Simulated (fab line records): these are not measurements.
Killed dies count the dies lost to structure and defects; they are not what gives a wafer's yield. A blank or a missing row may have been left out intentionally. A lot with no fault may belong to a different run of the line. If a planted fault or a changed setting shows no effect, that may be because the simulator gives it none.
What tool caused it? / flow nand harc / Sampling: 12 lots, 36 wafers, 5 of 1302 route steps

== WHAT THE GAUGES SHOWED, per wafer ==
NHARC_P_BONDPAD_THK_MEAS_20: measures by xrf.
lot=L075; measured=day 7 08:05; on=film metro-02; thk nm (nm)=160.6 161.3 161.4
lot=L077; measured=day 7 21:23; on=film metro-02; thk nm (nm)=161.8 163.9 160.8
lot=L079; measured=day 8 13:19; on=film metro-01; thk nm (nm)=161.0 159.1 159.6
lot=L081; measured=day 9 13:37; on=film metro-01; thk nm (nm)=161.7 160.8 162.2
lot=L083; measured=day 10 21:26; on=film metro-01; thk nm (nm)=159.8 161.2 160.4
lot=L085; measured=day 11 07:47; on=film metro-01; thk nm (nm)=159.9 160.3 161.8
lot=L087; measured=day 11 23:28; on=film metro-02; thk nm (nm)=160.4 160.2 159.1
lot=L088; measured=day 12 19:05; on=film metro-02; thk nm (nm)=161.4 160.7 160.5
lot=L091; measured=day 13 13:23; on=film metro-01; thk nm (nm)=161.8 158.7 160.0
lot=L093; measured=day 14 14:29; on=film metro-02; thk nm (nm)=162.0 164.2 162.6
lot=L094; measured=day 15 18:44; on=film metro-01; thk nm (nm)=162.5 162.3 160.6
lot=L097; measured=day 16 01:44; on=film metro-02; thk nm (nm)=159.2 163.2 161.1

== EACH LOT AND THE TOOL THAT RAN IT (in order: tool; ch and the chambers of the sampled wafers; start) ==
lot=L075; NHARC_P_M1_STRIP_18=rie diel-09 ch 0,1,2, day 6 21:20; NHARC_P_M1_DEGAS_29=pvd sputter-02, day 6 21:58; NHARC_P_M1_PRE_CLEAN_30=pvd sputter-02, day 7 05:41 or earlier; NHARC_P_BONDPAD_DESCUM_11=rie diel-05 ch 1,2,3, day 7 05:41
lot=L077; NHARC_P_M1_STRIP_18=rie diel-09 ch 0,2,3, day 7 10:47; NHARC_P_M1_DEGAS_29=pvd sputter-02, day 7 11:23; NHARC_P_M1_PRE_CLEAN_30=pvd sputter-02, day 7 19:02 or earlier; NHARC_P_BONDPAD_DESCUM_11=rie diel-05 ch 2,3, day 7 19:02
lot=L079; NHARC_P_M1_STRIP_18=rie diel-09 ch 0,2,3, day 8 02:41; NHARC_P_M1_DEGAS_29=pvd sputter-01, day 8 03:18; NHARC_P_M1_PRE_CLEAN_30=pvd sputter-01, day 8 10:59 or earlier; NHARC_P_BONDPAD_DESCUM_11=rie diel-13 ch 0,1,2, day 8 10:59
lot=L081; NHARC_P_M1_STRIP_18=rie diel-02 ch 0,2, day 9 02:53; NHARC_P_M1_DEGAS_29=pvd sputter-03, day 9 03:32; NHARC_P_M1_PRE_CLEAN_30=pvd sputter-03, day 9 11:16 or earlier; NHARC_P_BONDPAD_DESCUM_11=rie diel-13 ch 0,3, day 9 11:16
lot=L083; NHARC_P_M1_STRIP_18=rie diel-09 ch 0,1, day 10 09:40; NHARC_P_M1_DEGAS_29=pvd sputter-02, day 10 10:19; NHARC_P_M1_PRE_CLEAN_30=pvd sputter-02, day 10 18:58 or earlier; NHARC_P_BONDPAD_DESCUM_11=rie diel-08 ch 1,3, day 10 18:58
lot=L085; NHARC_P_M1_STRIP_18=rie diel-09 ch 1,2,3, day 10 20:45; NHARC_P_M1_DEGAS_29=pvd sputter-02, day 10 21:22; NHARC_P_M1_PRE_CLEAN_30=pvd sputter-02, day 11 05:26 or earlier; NHARC_P_BONDPAD_DESCUM_11=rie diel-08 ch 0,1, day 11 05:26
lot=L087; NHARC_P_M1_STRIP_18=rie diel-06 ch 0,1, day 11 12:35; NHARC_P_M1_DEGAS_29=pvd sputter-02, day 11 13:18; NHARC_P_M1_PRE_CLEAN_30=pvd sputter-02, day 11 21:08 or earlier; NHARC_P_BONDPAD_DESCUM_11=rie diel-13 ch 1,2,3, day 11 21:08
lot=L088; NHARC_P_M1_STRIP_18=rie diel-09 ch 2,3, day 12 08:11; NHARC_P_M1_DEGAS_29=pvd sputter-02, day 12 08:49; NHARC_P_M1_PRE_CLEAN_30=pvd sputter-02, day 12 16:43 or earlier; NHARC_P_BONDPAD_DESCUM_11=rie diel-05 ch 0,2,3, day 12 16:43
lot=L091; NHARC_P_M1_STRIP_18=rie diel-06 ch 0,1,3, day 13 02:17; NHARC_P_M1_DEGAS_29=pvd sputter-01, day 13 02:55; NHARC_P_M1_PRE_CLEAN_30=pvd sputter-01, day 13 11:01 or earlier; NHARC_P_BONDPAD_DESCUM_11=rie diel-08 ch 0,2,3, day 13 11:01
lot=L093; NHARC_P_M1_STRIP_18=rie diel-02 ch 0,2, day 14 03:55; NHARC_P_M1_DEGAS_29=pvd sputter-03, day 14 04:32; NHARC_P_M1_PRE_CLEAN_30=pvd sputter-03, day 14 12:09 or earlier; NHARC_P_BONDPAD_DESCUM_11=rie diel-08 ch 0,2,3, day 14 12:09
lot=L094; NHARC_P_M1_STRIP_18=rie diel-06 ch 2,3, day 15 02:37; NHARC_P_M1_DEGAS_29=pvd sputter-03, day 15 03:14; NHARC_P_M1_PRE_CLEAN_30=pvd sputter-03, day 15 16:26 or earlier; NHARC_P_BONDPAD_DESCUM_11=rie diel-13 ch 1,2,3, day 15 16:26
lot=L097; NHARC_P_M1_STRIP_18=rie diel-06 ch 0,2,3, day 15 15:05; NHARC_P_M1_DEGAS_29=pvd sputter-01, day 15 15:43; NHARC_P_M1_PRE_CLEAN_30=pvd sputter-01, day 15 23:23 or earlier; NHARC_P_BONDPAD_DESCUM_11=rie diel-13 ch 1,3, day 15 23:23
- NHARC_P_M1_STRIP_18: strips in N2/H2.
- NHARC_P_M1_DEGAS_29: time 60 s.
- NHARC_P_M1_PRE_CLEAN_30: time 30 s.
- NHARC_P_BONDPAD_DESCUM_11: chemistry O2, time 3 s.

== THE ANSWER, worked out from the rows above alone ==
Rule: the usual values come from the lots themselves. The widest of any qualifying gaps counts: lots, ordered by their means at a reading, are off when they make up no more than a third of the lots, leave a main group of 4 or more, and stand apart from it by 3 or more times the standard deviation of that group's means. Not used: any main group whose means are identical at the precision the tables above print for the reading. A lot without any number at a reading at which 4 lots or more have one is off too. Any other lot the step has rows for is counted as sound.
Nothing can be told from this: no lot is off at any reading shown.

== WHAT THE SIMULATOR HAD PUT IN ==
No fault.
